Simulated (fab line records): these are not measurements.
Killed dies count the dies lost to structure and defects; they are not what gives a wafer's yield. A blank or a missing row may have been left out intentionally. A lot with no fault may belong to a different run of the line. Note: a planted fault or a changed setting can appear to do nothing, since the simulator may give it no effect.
Which tool is to blame? -- flow n5Finfet -- at 1 step of a route of 1938, 24 lots with 72 wafers sampled

== WHAT THE GAUGES SHOWED, per wafer ==
N5_BEOL_M4_INSPECT_13: inspects for defects (brightfield). Usual: rawDefectCount reads 419 (standard deviation 90).
lot,measured,on,rawDefectCount,flag
L074,day 8 02:13,defectInspect-01,304 339 270,
L075,day 8 08:10,defectInspect-02,660 422 562,
L076,day 8 08:33,defectInspect-02,327 365 391,
L077,day 8 11:01,defectInspect-01,324 476 414,
L078,day 8 11:21,defectInspect-02,433 381 393,
L079,day 8 23:32,defectInspect-02,395 361 321,
L083,day 10 01:01,defectInspect-01,669 469 578,
L081,day 10 02:55,defectInspect-01,357 538 575,
L082,day 10 09:13,defectInspect-01,340 399 394,
L080,day 10 10:51,defectInspect-01,320 385 512,
L084,day 10 16:09,defectInspect-02,392 498 332,
L085,day 10 19:11,defectInspect-01,524 392 454,
L086,day 11 04:59,defectInspect-01,379 549 442,
L090,day 11 08:43,defectInspect-02,395 489 465,
L087,day 11 15:49,defectInspect-02,364 348 292,
L091,day 11 16:35,defectInspect-01,450 391 273,
L088,day 11 22:44,defectInspect-01,322 643 403,
L089,day 11 23:54,defectInspect-01,384 539 526,
L092,day 12 19:01,defectInspect-02,363 446 395,
L094,day 14 02:02,defectInspect-02,491 302 427,
L093,day 14 04:49,defectInspect-01,348 413 434,
L095,day 14 07:18,defectInspect-02,365 440 440,
L097,day 14 07:44,defectInspect-02,504 478 604,
L096,day 14 10:55,defectInspect-02,361 344 474,

== TOOL THAT RAN EACH LOT (tool first, then ch and the chambers of the sampled wafers, then the start) ==
The record holds no process step before these readings.

== WHAT THE TOOLS THEMSELVES READ (means of the sampled wafers that have a number; where no wafer has one, the mark that the record gives instead) ==
The record holds no such reading with a usual standard deviation.

== THE ANSWER, worked out from the rows above alone ==
Rule: a lot counts as off when the mean over its wafers that have a number is more than 3 standard deviations away from the usual mean. Also off: a lot with no number at a reading for which 4 or more lots have one. Where the step has rows for the other lots, those lots are counted as sound. The gauges are gone through in route order, then the tools' own readings, and for those a lot's mean is taken as printed above. At the first step where some lot is off, the reading lying furthest off is the one used; lots without a number count as furthest.
Nothing can be told from this: no lot is off at any reading shown.

== WHAT THE SIMULATOR PUT IN ==
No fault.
